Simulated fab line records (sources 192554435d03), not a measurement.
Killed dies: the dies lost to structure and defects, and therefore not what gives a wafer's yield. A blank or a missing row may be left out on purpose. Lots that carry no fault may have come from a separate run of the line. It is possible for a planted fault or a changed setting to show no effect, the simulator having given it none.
Matching of chambers ; flow n5-finfet ; rie-diel-06 running N5_BEOL_M5_DESCUM_16: 4 sister chambers
The step chemistry O2, time 7 s. 8 wafers are shown with their chamber, then 8 later ones without.

== EACH WAFER AND ITS CHAMBER ==
wafer;chamber;throttle-valve-pct (%);showerhead-plenum-p-Torr (Torr)
L077.4;0;20.39;2.04
L075.6;1;19.79;2.10
L082.4;3;20.41;2.21
L082.5;2;20.61;2.05
L084.1;0;20.43;2.03
L084.5;2;20.63;2.05
L084.6;1;19.79;2.10
L088.2;3;20.46;2.20

== WAFERS MISSING THEIR CHAMBER ==
wafer;throttle-valve-pct (%);showerhead-plenum-p-Torr (Torr)
L088.5;19.80;2.10
L088.6;20.43;2.03
L091.1;20.64;2.05
L091.3;20.43;2.20
L091.4;19.81;2.10
L096.1;20.67;2.05
L096.2;19.82;2.09
L096.4;20.47;2.20

== CHAMBER TAKEN BY EACH ==
wafer;from the rows above;in truth
L088.5;1;1
L088.6;0;0
L091.1;2;2
L091.3;3;3
L091.4;1;1
L096.1;2;2
L096.2;1;1
L096.4;3;3
Correctly placed: 8 of 8. Number that these rows cannot place: 0. Wrongly placed: 0.
How it was worked out, from the rows above alone: a wafer's distance from a chamber is the root of the sum, over the readings, of the square of ((its reading less the chamber's mean) divided by the reading's scatter). If the next closest chamber is less than 2 further off than the closest, the wafer can't be placed; otherwise it belongs to the closest. A chamber's mean is the mean of its shown wafers. The scatter is the square root of a quotient: the sum, over the shown wafers, of each reading's squared deviation from its chamber's mean, divided by wafers minus chambers.
